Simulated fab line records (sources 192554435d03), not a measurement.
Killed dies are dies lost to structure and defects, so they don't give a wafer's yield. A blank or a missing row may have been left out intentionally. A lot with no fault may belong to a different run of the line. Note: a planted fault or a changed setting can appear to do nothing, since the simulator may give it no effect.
fab line records    flow n5_finfet
record lots=24  wafers=72  last_day=17
route steps=1938 shown FIN_SAQP@94 FIN_CUT@164 STI_FIN_REVEAL@199
lots that met no fault: from a run of the same line without faults
start_h: the number of hours between the record's first day and the start of the first shown wafer of the lot    wait_h: hours from the lot's prior step to this one    " unchanged from the row above    L1.1+2: several wafers, shown together as one row    - no value, or no start was given    * or withheld: withheld    < > ~ a bound
route shown NAME@n: NAME is a module with steps in the file, n the number in the route of the first one    usual: average and standard deviation across the fault-free wafers    same: alike in all rows    chamber/n: place in a boat    sites: per-site readings    _std_site: their standard deviation    _edge_site: outer sites' mean less inner sites'    radius_mm: for every site, how far away it sits from the centre of the wafer    mask NAME#n: copy n    behind: tool/chamber where the wafer was last shaped    hold: why the lot went on hold/how many hours it stayed there/how the hold came to an end    device: which transistor (n, p or np) failed to switch    end of line: the tests these same wafers got at the end of their route    a step with no rows: only its recipe    killed: the dies lost at the first sort to structure and to defects; this is not the yield of the wafer    map: per-die view of a wafer (x killed, . not killed, _ where there is no die)
set.NAME: the setting as run; set.NAME@STEP: as run at that earlier step    model.NAME: the simulator's own value behind a step, which no gauge read
route steps across a sampled set of lots; one table per step, one row per wafer
services: a tool's chamber out of use, with start hour (start_h, from the record's first day; less than 0 if before it), hours out, and reason
## steps
# step N5_FIN_SAQP_ALD_61
# recipe material=SiO2  target_thk_a=40  temp_c=300  ald_precursor_family=BDEAS  ald_co_reactant=O2-plasma  pulse_time_s=1  purge_time_s=2  co_reactant_purge_time_s=2  ald_cycles=43  pressure_torr=2
# usual heater_power_w=442/57  precursor_pulse_height_rel=1.002/0.018
lot.wafer  tool        chamber  start_h  wait_h  heater_power_w  precursor_pulse_height_rel  since_wet_clean_h
L074.1     ald_sin-02  1        20.69    0.6     398             1.003                       13
L074.2     "           3        "        "       408             1.010                       13
L074.3     "           0        "        "       535             0.982                       13
L075.2     ald_sin-02  2        26.57    0.2     409             1.001                       19
L075.3     "           1        "        "       395             0.995                       19
L075.6     "           1        "        "       401             0.979                       -
L076.2     ald_sin-01  3        33.07    0.0     400             1.008                       130
L076.5     "           0        "        "       398             1.014                       -
L076.6     "           3        "        "       406             1.006                       -
L077.1     ald_sin-01  0        38.79    0.0     396             0.999                       136
L077.2     "           3        "        "       407             0.998                       136
L077.5     "           0        "        "       394             1.024                       -
L078.2     ald_sin-04  0        44.35    0.0     526             1.023                       232
L078.4     "           2        "        "       449             0.992                       232
L078.6     "           0        "        "       514             0.996                       -
L079.1     ald_sin-02  0        50.68    0.2     524             0.991                       43
L079.2     "           1        "        "       388             1.020                       43
L079.4     "           2        "        "       398             0.982                       43
L080.2     ald_sin-02  0        56.20    0.0     547             0.997                       48
L080.3     "           1        "        "       384             0.995                       48
L080.6     "           0        "        "       544             1.005                       -
L081.1     ald_sin-04  2        62.15    0.1     456             1.026                       249
L081.3     "           0        "        "       514             0.977                       249
L081.6     "           3        "        "       410             0.990                       -
L082.2     ald_sin-01  2        69.42    1.4     559             1.002                       167
L082.3     "           1        "        "       397             1.023                       167
L082.6     "           0        "        "       396             1.029                       -
L083.3     ald_sin-04  1        74.57    0.0     458             0.999                       262
L083.4     "           0        "        "       503             0.983                       262
L083.5     "           2        "        "       451             0.982                       -
L084.1     ald_sin-02  1        80.70    0.1     396             1.036                       73
L084.2     "           0        "        "       526             1.021                       73
L084.4     "           3        "        "       414             0.979                       -
L085.1     ald_sin-01  3        89.96    1.1     400             1.005                       187
L085.4     "           1        "        "       396             0.997                       187
L085.5     "           2        "        "       548             0.976                       -
L086.2     ald_sin-04  0        91.95    0.0     510             1.030                       279
L086.3     "           1        "        "       458             0.964                       279
L086.4     "           1        "        "       469             1.050                       -
L087.4     ald_sin-01  1        100.56   0.9     402             1.000                       198
L087.5     "           0        "        "       392             0.994                       -
L087.6     "           3        "        "       410             1.028                       -
L088.2     ald_sin-01  1        105.41   0.3     381             0.997                       203
L088.4     "           3        "        "       407             1.006                       203
L088.6     "           2        "        "       569             0.967                       -
L089.2     ald_sin-04  3        110.71   0.0     407             1.000                       298
L089.3     "           0        "        "       512             1.015                       298
L089.6     "           2        "        "       464             1.003                       -
L090.4     ald_sin-01  0        117.85   1.1     396             0.955                       215
L090.5     "           0        "        "       398             0.994                       -
L090.6     "           3        "        "       405             0.995                       -
L091.1     ald_sin-02  2        122.95   0.3     400             0.983                       115
L091.4     "           0        "        "       537             1.012                       115
L091.5     "           1        "        "       392             1.009                       -
L092.1     ald_sin-04  3        130.63   0.0     413             0.992                       318
L092.2     "           2        "        "       461             1.002                       318
L092.4     "           1        "        "       468             0.997                       318
L093.1     ald_sin-01  3        134.65   0.0     405             1.008                       232
L093.3     "           1        "        "       389             1.024                       232
L093.4     "           0        "        "       406             1.008                       232
L094.4     ald_sin-04  2        140.94   0.6     461             1.023                       328
L094.5     "           0        "        "       520             1.030                       -
L094.6     "           3        "        "       400             1.028                       -
L095.2     ald_sin-01  2        146.07   0.0     576             1.006                       243
L095.3     "           3        "        "       408             1.002                       243
L095.5     "           0        "        "       395             0.978                       -
L096.1     ald_sin-02  2        152.31   0.0     424             1.000                       144
L096.2     "           0        "        "       543             0.985                       144
L096.3     "           1        "        "       391             0.995                       144
L097.3     ald_sin-02  1        158.19   0.0     393             1.018                       150
L097.4     "           0        "        "       530             0.985                       150
L097.6     "           1        "        "       395             0.997                       -
# step N5_FIN_SAQP_RECESS_63
# recipe chemistry=HF/NH3  target=SiO2  target_depth_a=180  afs_cycles=3  temp_c=30  sublimation_temp_c=180  sublimation_time_s=60
# usual drypump_motor_current_A=5.5/0.35
lot.wafer  tool           chamber  start_h  wait_h  drypump_motor_current_A
L074.1     vapor_etch-02  0        25.27    0.1     6.0
L074.2     "              1        "        "       5.1
L074.3     "              0        "        "       5.9
L075.2     vapor_etch-01  1        30.78    0.1     5.6
L075.3     "              1        "        "       5.6
L075.6     "              0        "        "       5.5
L076.2     vapor_etch-02  0        36.59    0.1     6.0
L076.5     "              1        "        "       5.1
L076.6     "              0        "        "       6.0
L077.1     vapor_etch-02  0        42.53    0.1     6.0
L077.2     "              1        "        "       5.0
L077.5     "              1        "        "       5.1
L078.2     vapor_etch-01  1        48.10    0.1     5.6
L078.4     "              1        "        "       5.6
L078.6     "              1        "        "       5.6
L079.1     vapor_etch-02  0        54.49    0.1     6.0
L079.2     "              1        "        "       5.1
L079.4     "              1        "        "       5.1
L080.2     vapor_etch-01  0        60.12    0.1     5.5
L080.3     "              0        "        "       5.5
L080.6     "              0        "        "       5.5
L081.1     vapor_etch-02  0        66.13    0.1     6.0
L081.3     "              1        "        "       5.1
L081.6     "              1        "        "       5.1
L082.2     vapor_etch-02  0        74.04    0.1     5.9
L082.3     "              1        "        "       5.1
L082.6     "              0        "        "       6.0
L083.3     vapor_etch-02  0        80.30    0.2     6.0
L083.4     "              1        "        "       5.1
L083.5     "              1        "        "       5.1
L084.1     vapor_etch-02  1        84.83    0.1     5.1
L084.2     "              0        "        "       6.0
L084.4     "              1        "        "       5.1
L085.1     vapor_etch-01  1        94.78    0.1     5.6
L085.4     "              1        "        "       5.6
L085.5     "              0        "        "       5.5
L086.2     vapor_etch-02  0        96.81    0.1     6.0
L086.3     "              0        "        "       6.0
L086.4     "              1        "        "       5.1
L087.4     vapor_etch-01  1        105.41   0.2     5.6
L087.5     "              0        "        "       5.5
L087.6     "              1        "        "       5.6
L088.2     vapor_etch-01  1        109.57   0.1     5.6
L088.4     "              0        "        "       5.5
L088.6     "              1        "        "       5.6
L089.2     vapor_etch-02  0        114.28   0.1     5.9
L089.3     "              1        "        "       5.1
L089.6     "              1        "        "       5.1
L090.4     vapor_etch-01  0        121.77   0.2     5.5
L090.5     "              0        "        "       5.5
L090.6     "              1        "        "       5.6
L091.1     vapor_etch-01  1        127.96   0.1     5.6
L091.4     "              1        "        "       5.6
L091.5     "              1        "        "       5.6
L092.1     vapor_etch-02  1        134.24   0.1     5.1
L092.2     "              0        "        "       6.0
L092.4     "              1        "        "       5.1
L093.1     vapor_etch-02  0        139.61   0.1     6.0
L093.3     "              0        "        "       6.0
L093.4     "              1        "        "       5.1
L094.4     vapor_etch-01  0        144.51   0.2     5.5
L094.5     "              0        "        "       5.5
L094.6     "              1        "        "       5.6
L095.2     vapor_etch-02  0        150.02   0.2     6.0
L095.3     "              0        "        "       6.0
L095.5     "              0        "        "       6.0
L096.1     vapor_etch-02  1        155.75   0.1     5.1
L096.2     "              0        "        "       5.9
L096.3     "              0        "        "       6.0
L097.3     vapor_etch-02  1        162.02   0.2     5.1
L097.4     "              0        "        "       6.0
L097.6     "              1        "        "       5.1
# step N5_FIN_SAQP_CD_MEAS_37
# recipe target_cd_nm=8  polarity=line
# usual cd_nm=8.09/0.25
lot.wafer  tool       chamber  start_h  wait_h  cd_nm
L074.1     cd_sem-02  -        27.14    0.1     8.01
L074.2     "          -        "        "       7.85
L074.3     "          -        "        "       8.05
L075.2     cd_sem-03  -        32.58    0.1     7.57
L075.3     "          -        "        "       8.03
L075.6     "          -        "        "       8.11
L076.2     cd_sem-01  -        38.51    0.1     8.51
L076.5     "          -        "        "       8.73
L076.6     "          -        "        "       8.50
L077.1     cd_sem-02  -        44.53    0.1     8.29
L077.2     "          -        "        "       7.96
L077.5     "          -        "        "       7.95
L078.2     cd_sem-02  -        49.83    0.1     8.07
L078.4     "          -        "        "       8.03
L078.6     "          -        "        "       7.92
L079.1     cd_sem-02  -        56.37    0.1     8.14
L079.2     "          -        "        "       8.20
L079.4     "          -        "        "       8.09
L080.2     cd_sem-01  -        62.12    0.1     8.40
L080.3     "          -        "        "       8.12
L080.6     "          -        "        "       8.10
L081.1     cd_sem-02  -        67.87    0.1     8.51
L081.3     "          -        "        "       8.00
L081.6     "          -        "        "       8.40
L082.2     cd_sem-01  -        76.48    0.1     8.11
L082.3     "          -        "        "       8.15
L082.6     "          -        "        "       8.20
L083.3     cd_sem-02  -        81.93    0.1     8.05
L083.4     "          -        "        "       7.94
L083.5     "          -        "        "       7.98
L084.1     cd_sem-02  -        87.09    0.1     8.18
L084.2     "          -        "        "       7.91
L084.4     "          -        "        "       7.90
L085.1     cd_sem-01  -        96.81    0.1     8.27
L085.4     "          -        "        "       7.84
L085.5     "          -        "        "       8.24
L086.2     cd_sem-02  -        98.54    0.1     7.90
L086.3     "          -        "        "       8.16
L086.4     "          -        "        "       8.08
L087.4     cd_sem-03  -        107.09   0.1     8.46
L087.5     "          -        "        "       7.97
L087.6     "          -        "        "       8.02
L088.2     cd_sem-02  -        111.57   0.1     7.72
L088.4     "          -        "        "       7.98
L088.6     "          -        "        "       8.01
L089.2     cd_sem-03  -        116.41   0.1     8.46
L089.3     "          -        "        "       8.21
L089.6     "          -        "        "       8.00
L090.4     cd_sem-01  -        123.89   0.1     7.77
L090.5     "          -        "        "       7.74
L090.6     "          -        "        "       8.62
L091.1     cd_sem-02  -        130.30   0.1     7.80
L091.4     "          -        "        "       7.92
L091.5     "          -        "        "       7.44
L092.1     cd_sem-03  -        136.33   0.1     8.03
L092.2     "          -        "        "       8.29
L092.4     "          -        "        "       7.98
L093.1     cd_sem-03  -        141.61   0.1     8.16
L093.3     "          -        "        "       8.10
L093.4     "          -        "        "       7.94
L094.4     cd_sem-03  -        146.38   0.1     7.79
L094.5     "          -        "        "       7.65
L094.6     "          -        "        "       7.99
L095.2     cd_sem-01  -        151.76   0.1     8.18
L095.3     "          -        "        "       8.04
L095.5     "          -        "        "       7.93
L096.1     cd_sem-01  -        157.50   0.1     8.46
L096.2     "          -        "        "       8.17
L096.3     "          -        "        "       8.07
L097.3     cd_sem-03  -        163.90   0.1     8.15
L097.4     "          -        "        "       7.93
L097.6     "          -        "        "       8.11
# step N5_FIN_CUT_OVL_MEAS_09
# recipe points_per_wafer=522
# usual FIN_CUT_OVL=0.5/0.63
lot.wafer  tool        chamber  start_h  wait_h  FIN_CUT_OVL[nm]
L074.1     overlay-02  0        27.61    0.0     1.7
L074.2     "           0        "        "       1.4
L074.3     "           0        "        "       0.0
L075.2     overlay-02  0        33.21    0.0     1.6
L075.3     "           0        "        "       0.8
L075.6     "           0        "        "       1.1
L076.2     overlay-01  0        38.98    0.0     1.1
L076.5     "           0        "        "       0.3
L076.6     "           0        "        "       0.4
L077.1     overlay-02  0        44.99    0.0     0.4
L077.2     "           0        "        "       -0.1
L077.5     "           0        "        "       0.5
L078.2     overlay-01  0        50.29    0.0     -0.1
L078.4     "           0        "        "       -0.1
L078.6     "           0        "        "       0.6
L079.1     overlay-01  0        56.96    0.0     0.2
L079.2     "           0        "        "       1.1
L079.4     "           0        "        "       1.5
L080.2     overlay-01  0        62.59    0.0     0.3
L080.3     "           0        "        "       1.0
L080.6     "           0        "        "       0.5
L081.1     overlay-02  0        68.33    0.0     0.7
L081.3     "           0        "        "       0.5
L081.6     "           0        "        "       0.8
L082.2     overlay-02  0        76.98    0.0     0.8
L082.3     "           0        "        "       1.7
L082.6     "           0        "        "       0.5
L083.3     overlay-01  0        82.43    0.0     -0.1
L083.4     "           0        "        "       0.8
L083.5     "           0        "        "       0.5
L084.1     overlay-01  0        87.63    0.0     1.0
L084.2     "           0        "        "       0.4
L084.4     "           0        "        "       0.9
L085.1     overlay-01  0        97.28    0.0     -0.4
L085.4     "           0        "        "       0.4
L085.5     "           0        "        "       0.9
L086.2     overlay-02  0        99.04    0.0     1.0
L086.3     "           0        "        "       0.4
L086.4     "           0        "        "       0.3
L087.4     overlay-01  0        107.57   0.0     -0.3
L087.5     "           0        "        "       0.4
L087.6     "           0        "        "       -0.3
L088.2     overlay-02  0        112.03   0.0     0.8
L088.4     "           0        "        "       1.9
L088.6     "           0        "        "       0.5
L089.2     overlay-02  0        116.91   0.0     0.4
L089.3     "           0        "        "       -0.4
L089.6     "           0        "        "       0.0
L090.4     overlay-02  0        124.36   0.0     0.4
L090.5     "           0        "        "       0.5
L090.6     "           0        "        "       1.1
L091.1     overlay-01  0        130.76   0.0     -0.8
L091.4     "           0        "        "       -0.2
L091.5     "           0        "        "       -1.2
L092.1     overlay-02  0        136.79   0.0     -0.5
L092.2     "           0        "        "       0.2
L092.4     "           0        "        "       0.1
L093.1     overlay-02  0        142.20   0.0     -1.0
L093.3     "           0        "        "       -0.1
L093.4     "           0        "        "       0.3
L094.4     overlay-01  0        146.85   0.0     1.5
L094.5     "           0        "        "       0.2
L094.6     "           0        "        "       0.7
L095.2     overlay-02  0        152.35   0.0     1.0
L095.3     "           0        "        "       1.1
L095.5     "           0        "        "       1.0
L096.1     overlay-02  0        157.96   0.0     -0.6
L096.2     "           0        "        "       0.3
L096.3     "           0        "        "       0.0
L097.3     overlay-02  0        164.37   0.0     1.0
L097.4     "           0        "        "       -0.3
L097.6     "           0        "        "       0.4
# step N5_STI_FIN_REVEAL_ETCH_34
# recipe chemistry=H2  mode=isotropic  material=Si  target=Si  target_depth_a=9.7  temp_c=20  pressure_mtorr=4.5  icp_w=300  bias_w=0  h2_flow_sccm=7.5  he_flow_sccm=142.5
# usual drypump_motor_current_A=5.8/0.5  oes_product_au=1.009/0.014  throttle_valve_pct=25.9/0.48
lot.wafer  tool       chamber  start_h  wait_h  drypump_motor_current_A  oes_product_au  rf_hours_counter_h  throttle_valve_pct
L074.1     rie_si-03  2        37.13    0.2     6.3                      1.016           28                  26.3
L074.2     "          3        "        "       6.3                      1.020           53                  25.7
L074.3     "          0        "        "       5.4                      1.025           6                   25.8
L075.2     rie_si-03  3        42.61    0.1     6.2                      1.018           53                  25.7
L075.3     "          0        "        "       5.5                      1.017           6                   25.8
L075.6     "          1        "        "       6.0                      0.992           -                   26.0
L076.2     rie_si-02  2        50.53    0.1     6.3                      1.015           62                  25.1
L076.5     "          0        "        "       5.4                      0.993           -                   25.8
L076.6     "          3        "        "       5.1                      1.018           -                   26.6
L077.1     rie_si-05  0        56.89    0.2     5.5                      1.013           72                  26.6
L077.2     "          2        "        "       6.1                      1.045           8                   26.0
L077.5     "          1        "        "       5.6                      1.021           -                   24.9
L078.2     rie_si-02  0        59.37    0.1     5.4                      0.992           42                  25.8
L078.4     "          3        "        "       5.0                      1.021           157                 26.6
L078.6     "          3        "        "       5.1                      1.009           -                   26.6
L079.1     rie_si-05  1        66.02    0.2     5.6                      1.014           184                 24.9
L079.2     "          2        "        "       6.1                      1.034           8                   26.0
L079.4     "          3        "        "       6.6                      0.993           155                 25.9
L080.2     rie_si-05  2        72.68    0.1     6.0                      1.032           9                   26.0
L080.3     "          0        "        "       5.5                      1.012           72                  26.6
L080.6     "          3        "        "       6.6                      0.993           -                   25.9
L081.1     rie_si-03  1        77.65    0.2     6.0                      1.000           130                 26.0
L081.3     "          2        "        "       6.4                      1.010           29                  26.3
L081.6     "          0        "        "       5.4                      1.020           -                   25.8
L082.2     rie_si-03  3        86.30    0.1     6.3                      1.019           54                  25.7
L082.3     "          1        "        "       6.0                      1.003           130                 26.0
L082.6     "          1        "        "       6.0                      0.992           -                   26.0
L083.3     rie_si-02  2        92.17    0.1     6.2                      1.009           63                  25.2
L083.4     "          3        "        "       5.0                      1.001           158                 26.6
L083.5     "          0        "        "       5.4                      0.984           -                   25.8
L084.1     rie_si-05  1        96.98    0.2     5.6                      1.013           184                 24.9
L084.2     "          3        "        "       6.7                      0.998           156                 25.9
L084.4     "          2        "        "       6.1                      1.031           9                   26.0
L085.1     rie_si-03  2        108.29   0.2     6.3                      1.003           29                  26.3
L085.4     "          0        "        "       5.4                      1.025           7                   25.8
L085.5     "          3        "        "       6.3                      1.014           -                   25.7
L086.2     rie_si-02  1        108.65   0.1     4.9                      1.000           47                  25.2
L086.3     "          3        "        "       5.0                      1.009           158                 26.6
L086.4     "          2        "        "       6.2                      1.029           63                  25.2
L087.4     rie_si-03  3        117.13   0.1     6.3                      1.017           55                  25.7
L087.5     "          0        "        "       5.4                      1.014           -                   25.8
L087.6     "          1        "        "       6.0                      1.002           -                   26.0
L088.2     rie_si-02  3        121.05   0.1     5.0                      1.017           158                 26.6
L088.4     "          2        "        "       6.3                      1.025           63                  25.1
L088.6     "          2        "        "       6.3                      1.030           -                   25.1
L089.2     rie_si-05  2        126.05   0.1     6.1                      1.033           10                  26.0
L089.3     "          3        "        "       6.6                      0.986           156                 25.9
L089.6     "          0        "        "       5.5                      1.003           -                   26.6
L090.4     rie_si-05  0        134.02   0.1     5.5                      1.007           73                  26.6
L090.5     "          1        "        "       5.6                      1.013           -                   24.9
L090.6     "          2        "        "       6.1                      1.018           -                   26.0
L091.1     rie_si-02  3        139.90   0.2     5.1                      1.010           158                 26.6
L091.4     "          2        "        "       6.2                      1.037           64                  25.1
L091.5     "          0        "        "       5.4                      0.995           -                   25.8
L092.1     rie_si-02  3        145.95   0.2     5.0                      1.003           158                 26.6
L092.2     "          1        "        "       4.9                      0.993           48                  25.2
L092.4     "          2        "        "       6.2                      1.022           64                  25.2
L093.1     rie_si-03  3        151.43   0.2     6.3                      1.022           55                  25.7
L093.3     "          0        "        "       5.5                      1.020           8                   25.8
L093.4     "          1        "        "       6.0                      0.988           132                 26.0
L094.4     rie_si-03  2        155.94   0.1     6.3                      1.020           30                  26.3
L094.5     "          0        "        "       5.4                      1.021           -                   25.8
L094.6     "          1        "        "       6.0                      1.005           -                   26.0
L095.2     rie_si-05  0        161.44   0.1     5.5                      1.007           74                  26.6
L095.3     "          3        "        "       6.6                      0.991           157                 25.9
L095.5     "          1        "        "       5.6                      1.019           -                   24.9
L096.1     rie_si-03  2        167.15   0.2     6.3                      1.012           30                  26.3
L096.2     "          0        "        "       5.4                      1.018           8                   25.8
L096.3     "          1        "        "       6.0                      0.990           132                 26.0
L097.3     rie_si-03  0        174.23   0.1     5.4                      1.021           9                   25.8
L097.4     "          3        "        "       6.3                      1.015           56                  25.7
L097.6     "          0        "        "       5.5                      1.027           -                   25.8
# step N5_STI_FIN_REVEAL_INSPECT_13
# recipe inspect_instrument=darkfield  mode=post_clean
# usual raw_defect_count=13/5.5
lot.wafer  tool               chamber  start_h  wait_h  raw_defect_count
L074.1     defect_inspect-02  -        37.82    0.0     7
L074.2     "                  -        "        "       7
L074.3     "                  -        "        "       11
L075.2     defect_inspect-01  -        43.31    0.0     14
L075.3     "                  -        "        "       10
L075.6     "                  -        "        "       13
L076.2     defect_inspect-01  -        51.23    0.0     9
L076.5     "                  -        "        "       7
L076.6     "                  -        "        "       16
L077.1     defect_inspect-01  -        57.59    0.0     10
L077.2     "                  -        "        "       19
L077.5     "                  -        "        "       12
L078.2     defect_inspect-02  -        60.11    0.0     9
L078.4     "                  -        "        "       8
L078.6     "                  -        "        "       9
L079.1     defect_inspect-01  -        66.71    0.0     3
L079.2     "                  -        "        "       18
L079.4     "                  -        "        "       18
L080.2     defect_inspect-02  -        73.38    0.0     17
L080.3     "                  -        "        "       22
L080.6     "                  -        "        "       18
L081.1     defect_inspect-02  -        78.40    0.0     6
L081.3     "                  -        "        "       10
L081.6     "                  -        "        "       17
L082.2     defect_inspect-01  -        87.13    0.0     11
L082.3     "                  -        "        "       8
L082.6     "                  -        "        "       4
L083.3     defect_inspect-01  -        93.20    0.0     7
L083.4     "                  -        "        "       14
L083.5     "                  -        "        "       7
L084.1     defect_inspect-02  -        97.71    0.0     6
L084.2     "                  -        "        "       8
L084.4     "                  -        "        "       15
L085.1     defect_inspect-02  -        108.99   0.0     12
L085.4     "                  -        "        "       15
L085.5     "                  -        "        "       15
L086.2     defect_inspect-02  -        109.36   0.0     18
L086.3     "                  -        "        "       17
L086.4     "                  -        "        "       9
L087.4     defect_inspect-01  -        117.83   0.0     22
L087.5     "                  -        "        "       23
L087.6     "                  -        "        "       22
L088.2     defect_inspect-01  -        121.75   0.0     18
L088.4     "                  -        "        "       11
L088.6     "                  -        "        "       28
L089.2     defect_inspect-02  -        126.75   0.0     22
L089.3     "                  -        "        "       14
L089.6     "                  -        "        "       14
L090.4     defect_inspect-01  -        134.71   0.0     9
L090.5     "                  -        "        "       19
L090.6     "                  -        "        "       13
L091.1     defect_inspect-01  -        140.60   0.0     7
L091.4     "                  -        "        "       10
L091.5     "                  -        "        "       19
L092.1     defect_inspect-02  -        146.65   0.0     12
L092.2     "                  -        "        "       11
L092.4     "                  -        "        "       4
L093.1     defect_inspect-02  -        152.13   0.0     27
L093.3     "                  -        "        "       9
L093.4     "                  -        "        "       18
L094.4     defect_inspect-02  -        156.64   0.0     19
L094.5     "                  -        "        "       7
L094.6     "                  -        "        "       15
L095.2     defect_inspect-02  -        162.13   0.0     10
L095.3     "                  -        "        "       7
L095.5     "                  -        "        "       24
L096.1     defect_inspect-02  -        167.85   0.0     18
L096.2     "                  -        "        "       17
L096.3     "                  -        "        "       17
L097.3     defect_inspect-01  -        174.92   0.0     17
L097.4     "                  -        "        "       11
L097.6     "                  -        "        "       17
## services
tool           chamber  start_h  hours  kind
ald_sin-02     0        2.96     11.5   repair
ald_sin-02     1        8.01     -      clean
ald_sin-02     2        8.01     -      clean
ald_sin-02     3        8.01     -      clean
ald_sin-04     -        19.60    14.6   pm
ald_sin-01     2        29.49    15.1   repair
rie_si-02      -        35.56    14.6   pm
ald_sin-02     2        37.51    3.5    repair
ald_sin-01     0        48.15    11.9   repair
ald_sin-04     -        48.41    6.0    pm
ald_sin-02     -        70.28    0.8    pm
ald_sin-02     1        93.30    6.1    repair
ald_sin-01     1        97.47    2.0    repair
vapor_etch-01  -        101.47   0.6    repair
vapor_etch-02  -        104.41   0.4    repair
rie_si-03      -        165.91   1.0    repair
## key
fault none
